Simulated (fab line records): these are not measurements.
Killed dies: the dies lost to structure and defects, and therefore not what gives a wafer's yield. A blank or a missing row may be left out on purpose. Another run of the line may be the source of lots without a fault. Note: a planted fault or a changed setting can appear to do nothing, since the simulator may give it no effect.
Which tool was responsible?    flow nandHarc    13 lots, 39 wafers sampled, at 5 steps of a route of 1302

== WHAT THE GAUGES READ, wafer by wafer ==
NHARC_A_CONTACT_CD_MEAS_08: target cd 200 nm.
lot   measured      on        cdNm (nm)
L708  day 22 16:50  cdSem-01  199.7 199.7 199.8
L707  day 22 19:44  cdSem-02  200.6 200.0 199.9
L709  day 23 04:53  cdSem-02  200.4 200.0 200.3
L711  day 24 01:10  cdSem-02  199.9 199.7 200.1
L716  day 26 17:14  cdSem-01  200.2 199.4 200.0
L717  day 26 22:08  cdSem-01  199.5 200.3 200.5
L721  day 28 06:16  cdSem-02  200.5 200.6 200.5
L722  day 28 08:14  cdSem-03  200.2 199.2 199.9
L723  day 29 19:10  cdSem-02  199.2 199.7 199.8
L724  day 30 00:10  cdSem-02  199.9 200.1 199.6
L727  day 31 10:28  cdSem-03  199.9 200.1 199.8
L729  day 32 07:31  cdSem-01  199.6 199.4 199.4
L730  day 32 09:05  cdSem-01  200.2 200.7 200.2

NHARC_END_SORT_01.
lot   measured      on         killedAtArray  killedAtOther  killedAtPeriphery  killedDies   killedOpen  killedShort
L708  day 24 18:32  prober-01  55 37 34       1 1 3          6 2 3              62 40 40     4 1 4       0 2 4
L707  day 25 08:26  prober-02  70 77 58       2 4 2          3 3 0              75 84 60     7 4 5       1 2 2
L709  day 25 06:49  prober-01  77 64 72       0 1 0          3 8 5              80 73 77     3 5 3       2 4 2
L711  day 26 03:16  prober-02  70 70 72       1 1 1          1 4 4              72 75 77     4 9 10      5 1 2
L716  day 28 23:31  prober-01  670 671 672    4 1 2          3 5 3              677 677 677  4 5 5       1 2 7
L717  day 29 05:02  prober-02  674 676 672    1 1 2          2 0 3              677 677 677  2 3 1       3 4 3
L721  day 30 16:21  prober-02  68 74 61       0 0 0          0 4 4              68 78 65     2 4 3       2 3 2
L722  day 31 00:04  prober-01  25 24 25       0 0 1          3 4 3              28 28 29     1 3 4       2 3 3
L723  day 31 23:30  prober-02  73 106 72      1 0 0          4 4 4              78 110 76    3 4 4       5 2 0
L724  day 31 23:31  prober-01  26 34 58       3 1 3          3 3 3              32 38 64     2 2 2       3 3 3
L727  day 33 15:41  prober-01  52 73 62       1 2 3          16 11 6            69 86 71     4 3 3       2 5 2
L729  day 34 13:46  prober-02  29 33 28       0 1 2          2 3 4              31 37 34     2 4 3       1 3 2
L730  day 34 13:02  prober-01  54 64 59       0 0 1          4 7 2              58 71 62     6 7 2       3 2 2

== WHAT TOOL EACH LOT RAN ON (gives the tool, then ch and the chambers of the sampled wafers, and finally the start) ==
lot   NHARC_A_CONTACT_ETCH_135            NHARC_A_CONTACT_ETCH_136            NHARC_A_CONTACT_ETCH_139
L708  harCapEtch-01 ch 0,1, day 22 18:20  harCapEtch-01 ch 0,1, day 22 18:37  harCapEtch-01 ch 0,1, day 22 19:26
L707  harCapEtch-02 ch 0,1, day 22 21:20  harCapEtch-02 ch 0,1, day 22 21:36  harCapEtch-02 ch 0,1, day 22 22:25
L709  harCapEtch-01 ch 0,1, day 23 07:05  harCapEtch-01 ch 0,1, day 23 07:21  harCapEtch-01 ch 0,1, day 23 08:10
L711  harCapEtch-01 ch 0,1, day 24 02:41  harCapEtch-01 ch 0,1, day 24 02:57  harCapEtch-01 ch 0,1, day 24 03:46
L716  harCapEtch-02 ch 0,1, day 26 18:45  harCapEtch-02 ch 0,1, day 26 19:02  harCapEtch-02 ch 0,1, day 26 19:51
L717  harCapEtch-01 ch 0,1, day 26 23:42  harCapEtch-01 ch 0,1, day 26 23:59  harCapEtch-01 ch 0,1, day 27 00:47
L721  harCapEtch-03 ch 0,1, day 28 07:49  harCapEtch-03 ch 0,1, day 28 08:06  harCapEtch-03 ch 0,1, day 28 08:55
L722  harCapEtch-01 ch 0,1, day 28 09:45  harCapEtch-01 ch 0,1, day 28 10:01  harCapEtch-01 ch 0,1, day 28 10:50
L723  harCapEtch-03 ch 0,1, day 29 20:41  harCapEtch-03 ch 0,1, day 29 20:58  harCapEtch-03 ch 0,1, day 29 21:46
L724  harCapEtch-01 ch 0,1, day 30 01:40  harCapEtch-01 ch 0,1, day 30 01:56  harCapEtch-01 ch 0,1, day 30 02:46
L727  harCapEtch-02 ch 0,1, day 31 11:58  harCapEtch-02 ch 0,1, day 31 12:14  harCapEtch-02 ch 0,1, day 31 13:04
L729  harCapEtch-02 ch 0,1, day 32 09:05  harCapEtch-02 ch 0,1, day 32 09:22  harCapEtch-02 ch 0,1, day 32 10:10
L730  harCapEtch-03 ch 0,1, day 32 10:37  harCapEtch-03 ch 0,1, day 32 10:53  harCapEtch-03 ch 0,1, day 32 11:42
- NHARC_A_CONTACT_ETCH_135: etches the open film in C4F8/O2/Ar, time 311 s, target depth 1912 nm.
- NHARC_A_CONTACT_ETCH_136: etches the open film in C4F8/O2/Ar, time 311 s, target depth 1912 nm.
- NHARC_A_CONTACT_ETCH_139: etches the open film in C4F8/O2/Ar, time 195 s, target depth 840 nm.

== WHAT THE TOOLS THEMSELVES READ (means of the sampled wafers that have a number; where no wafer has one, the mark that the record gives instead) ==
NHARC_A_CONTACT_ETCH_135.
lot   tool           chamberPressureMTorr (mTorr)  oesAirLineAu (a.u.)
L708  harCapEtch-01  19.996                        0.991
L707  harCapEtch-02  20.004                        1.025
L709  harCapEtch-01  20.008                        1.011
L711  harCapEtch-01  19.996                        1.008
L716  harCapEtch-02  -                             -
L717  harCapEtch-01  -                             -
L721  harCapEtch-03  20.006                        0.995
L722  harCapEtch-01  20.004                        1.010
L723  harCapEtch-03  19.998                        0.994
L724  harCapEtch-01  19.995                        0.999
L727  harCapEtch-02  19.983                        1.003
L729  harCapEtch-02  19.996                        1.012
L730  harCapEtch-03  19.997                        0.997

NHARC_A_CONTACT_ETCH_136.
lot   tool           chamberPressureMTorr (mTorr)  oesAirLineAu (a.u.)
L708  harCapEtch-01  19.996                        0.986
L707  harCapEtch-02  19.987                        0.988
L709  harCapEtch-01  19.997                        1.018
L711  harCapEtch-01  19.995                        0.973
L716  harCapEtch-02  19.986                        1.002
L717  harCapEtch-01  20.016                        1.014
L721  harCapEtch-03  19.985                        1.001
L722  harCapEtch-01  19.985                        0.989
L723  harCapEtch-03  19.996                        1.019
L724  harCapEtch-01  19.999                        0.976
L727  harCapEtch-02  20.009                        1.010
L729  harCapEtch-02  20.016                        0.989
L730  harCapEtch-03  20.009                        1.016

NHARC_A_CONTACT_ETCH_139.
lot   tool           chamberPressureMTorr (mTorr)  oesAirLineAu (a.u.)
L708  harCapEtch-01  19.996                        1.010
L707  harCapEtch-02  19.999                        1.009
L709  harCapEtch-01  20.000                        1.017
L711  harCapEtch-01  19.995                        0.992
L716  harCapEtch-02  19.986                        1.005
L717  harCapEtch-01  19.988                        0.983
L721  harCapEtch-03  19.991                        1.012
L722  harCapEtch-01  20.003                        1.009
L723  harCapEtch-03  19.989                        0.981
L724  harCapEtch-01  19.999                        1.011
L727  harCapEtch-02  19.985                        1.004
L729  harCapEtch-02  19.999                        1.006
L730  harCapEtch-03  20.015                        0.987

== THE ANSWER, worked out from the rows above alone ==
Rule: usual is defined by the lots themselves. Put in order of their means at a reading, lots are off if they are a third of the lots or fewer, leave a main group of 4 or more, and stand apart from it by a gap of 3 or more times the standard deviation of the main group's means; of several such gaps the widest counts. A main group is skipped when, at the precision printed for the reading in the tables above, its means are all equal. Also off: a lot with no number at a reading for which 4 or more lots have one. Any other lot the step has rows for is counted as sound. After the gauges, taken in route order, come the tools' own readings; for these a lot's mean is taken, as printed above. The first step at which some lot is off is used, and at that step the reading that is off furthest; a lot without a number counts as furthest.
Off: L716, L717 (NHARC_END_SORT_01, killedAtArray). Mean 56 and standard deviation 18 in the main group.
If a tool, at a process step before that reading, ran all the lots that are off and no sound lot after the first of them, it fits. The gauges at NHARC_END_SORT_01 aren't tried: what is off there is off at NHARC_A_CONTACT_ETCH_135 too, on other tools, and a gauge's error can't cause that. None of those tried fits.

== WHAT HAD BEEN PUT IN BY THE SIMULATOR ==
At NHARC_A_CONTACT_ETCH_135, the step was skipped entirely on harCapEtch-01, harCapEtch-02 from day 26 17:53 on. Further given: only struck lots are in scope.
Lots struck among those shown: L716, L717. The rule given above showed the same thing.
